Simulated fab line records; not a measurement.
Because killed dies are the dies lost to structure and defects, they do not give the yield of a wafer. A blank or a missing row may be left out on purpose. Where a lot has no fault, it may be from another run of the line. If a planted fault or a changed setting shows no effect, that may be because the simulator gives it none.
Lot-split experiment + flow n5_finfet + 21 wafers read from 7 lots, route of 1938 steps

== ABOUT THE SPLIT ==
At N5_BEOL_M6_ETCH_66 (etches SOC in N2/H2, target depth 80 nm, overetch 16 nm, time 120 s), the setting bias_w was moved away from the recipe's 150 W on 9 of the 21 wafers read, by -16.9% to +17.6%. All remaining wafers had this setting at the recipe value.

The reading comes from the split's own step.

== THE READING ==
rf_vpp_V, in V, at N5_BEOL_M6_ETCH_66 (etches SOC in N2/H2, target depth 80 nm, overetch 16 nm, time 120 s). Typical for fault-free wafers on this fab line: 524.1 V, with standard deviation 2 V.

| wafer  | tool, chamber at the split | bias_w as run, W | against the recipe | rf_vpp_V, V | against lot-mates on the recipe |
|--------|----------------------------|------------------|--------------------|-------------|---------------------------------|
| L076.2 | rie_diel-02, 2             | 150              | recipe             | 523.3       | -                               |
| L076.3 | rie_diel-02, 0             | 150              | recipe             | 522.8       | -                               |
| L076.6 | rie_diel-02, 3             | 163              | +8.7%              | 552.7       | +29.7                           |
| L086.1 | rie_diel-02, 2             | 140.6            | -6.3%              | 499.8       | -22.2                           |
| L086.5 | rie_diel-02, 2             | 150              | recipe             | 521.2       | -                               |
| L086.6 | rie_diel-02, 3             | 150              | recipe             | 522.7       | -                               |
| L087.1 | rie_diel-02, 0             | 124.6            | -16.9%             | 465.7       | -58.2                           |
| L087.2 | rie_diel-02, 1             | 124.6            | -16.9%             | 463.6       | -60.3                           |
| L087.4 | rie_diel-02, 3             | 150              | recipe             | 523.9       | -                               |
| L088.1 | rie_diel-01, 0             | 135.1            | -9.9%              | 492.9       | -30.6                           |
| L088.5 | rie_diel-01, 0             | 135.1            | -9.9%              | 492.4       | -31.1                           |
| L088.6 | rie_diel-01, 3             | 150              | recipe             | 523.5       | -                               |
| L089.1 | rie_diel-01, 2             | 160.6            | +7.1%              | 548.0       | +23.4                           |
| L089.2 | rie_diel-01, 3             | 160.6            | +7.1%              | 547.6       | +23.0                           |
| L089.3 | rie_diel-01, 0             | 150              | recipe             | 524.6       | -                               |
| L094.1 | rie_diel-01, 3             | 150              | recipe             | 524.8       | -                               |
| L094.3 | rie_diel-01, 0             | 150              | recipe             | 526.2       | -                               |
| L094.6 | rie_diel-01, 1             | 150              | recipe             | 525.1       | -                               |
| L095.2 | rie_diel-02, 2             | 150              | recipe             | 521.3       | -                               |
| L095.3 | rie_diel-02, 1             | 150              | recipe             | 521.7       | -                               |
| L095.4 | rie_diel-02, 3             | 176.4            | +17.6%             | 578.3       | +56.8                           |

THE FIT
A straight line over all 21 wafers: rf_vpp_V changes by +3.33 V for each +1% of bias_w; r = +1.00; the points scatter about the line by 2 V.
The same after taking each lot's own level away (the mean of its wafers on the recipe; 21 wafers): +3.35 V for each +1%; r = +1.00; scatter 1.4 V.
According to that fit, moving bias_w by its largest amount changes the reading by 59 V.
The span of the lots' own levels, 521.50 to 525.37 V, comes to 1.9 times the standard deviation stated above.
Consequently the slope shifts little with the lot-to-lot level, the two slopes agreeing.
Check: with one of the wafers moved furthest among these (+17.6%) left out of the fit, the line predicts +59.7 V for it against its lot-mates. Against them it came out at +56.8 V.
Tool readings at the split's step, against how far the setting was moved: rf_vpp_V r = +1.00.

== OTHER SPLITS APPLIED TO THESE WAFERS ==
Other splits were also applied to these wafers ahead of the reading. Each is held against what the fit with the lots' levels taken away leaves over:
| other split on the same wafers | wafers away from the commonest value | r with rf_vpp_V (lot level and that fit taken away) |
|--------------------------------|--------------------------------------|-----------------------------------------------------|
| N5_BEOL_M5_ETCH_62 source_w    | 9                                    | +0.33                                               |
| N5_BEOL_M5_COAT_65 spin_rpm    | 7                                    | +0.26                                               |
| N5_BEOL_M5_EXPOSE_25 dose_mj   | 8                                    | +0.04                                               |

== THE WHOLE CHAIN: every reading that the file lists as answering this split, in the file's order ==
| step               | what it does                                                        | reading                                                                          | change (the file's fit)                | r (the file's) |
|--------------------|---------------------------------------------------------------------|----------------------------------------------------------------------------------|----------------------------------------|----------------|
| N5_BEOL_M6_ETCH_66 | etches SOC in N2/H2, target depth 80 nm, overetch 16 nm, time 120 s | rf_vpp_V                                                                         | +3.34 V for each +1% of the setting    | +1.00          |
| N5_BEOL_M6_ETCH_66 | etches SOC in N2/H2, target depth 80 nm, overetch 16 nm, time 120 s | SiARC_of_BEOL_M6_COAT_64.thk_nm (the simulator's own value, which no gauge read) | -0.0468 nm for each +1% of the setting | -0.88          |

== THE FILE'S OWN FIT ==
rf_vpp_V changes by +3.34 V for each +1% of bias_w, r = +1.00.
